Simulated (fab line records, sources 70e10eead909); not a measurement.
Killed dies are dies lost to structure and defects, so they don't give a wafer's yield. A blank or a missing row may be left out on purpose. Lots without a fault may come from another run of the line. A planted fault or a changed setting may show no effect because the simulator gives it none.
Chamber matching | flow nand_harc | NHARC_A_CHANNEL_FILL_D1_CMP_10 on cmp-04: 4 sister chambers
The step polishes, target thk 150 nm. 8 wafers are shown with their chamber, then 12 later ones without.

WAFERS WITH THEIR CHAMBER
wafer  | chamber | motor_current_A (A) | time_to_endpoint_s (s)
L082.4 | 2       | 9.7                 | 13.6
L082.1 | 1       | 13.8                | 21.7
L083.2 | 3       | 12.7                | 11.1
L083.4 | 1       | 12.9                | 18.8
L083.6 | 3       | 13.2                | 13.2
L083.1 | 2       | 9.4                 | 12.7
L083.3 | 0       | 12.3                | 15.3
L083.5 | 0       | 12.4                | 12.7

WAFERS WITHOUT THEIR CHAMBER
wafer  | motor_current_A (A) | time_to_endpoint_s (s)
L088.1 | 12.3                | 13.5
L088.3 | 13.6                | 15.5
L088.5 | 13.8                | 15.3
L094.1 | 9.5                 | 12.5
L094.2 | 12.9                | 17.3
L094.3 | 11.7                | 11.0
L095.2 | 8.7                 | 14.2
L095.4 | 14.6                | 16.8
L095.6 | 10.1                | 14.8
L097.2 | 13.2                | 11.1
L097.3 | 9.5                 | 12.8
L097.6 | 9.3                 | 12.0

WHICH CHAMBER EACH WENT THROUGH
wafer  | from the rows above          | in truth
L088.1 | can't be placed: 0 or 3      | 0
L088.3 | can't be placed: 3 or 1 or 0 | 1
L088.5 | can't be placed: 3 or 1 or 0 | 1
L094.1 | 2                            | 2
L094.2 | can't be placed: 1 or 0 or 3 | 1
L094.3 | can't be placed: 0 or 3      | 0
L095.2 | 2                            | 2
L095.4 | can't be placed: 1 or 3      | 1
L095.6 | 2                            | 2
L097.2 | can't be placed: 3 or 0      | 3
L097.3 | 2                            | 2
L097.6 | 2                            | 2
Placed correctly: 5 of 12. Can't be placed from these rows: 7 (the true chamber is among the candidates in 7). Placed wrongly: 0.
How it was worked out, from the rows above alone: a wafer's distance from a chamber is the root of the sum, over the readings, of the square of ((its reading less the chamber's mean) divided by the reading's scatter). The wafer belongs to the nearest chamber; if the next one is less than 2 further off, it can't be placed. A chamber's mean is the mean of its shown wafers. The scatter: the root of (the sum of the squares of (reading less its chamber's mean) over the shown wafers, divided by (wafers less chambers)).
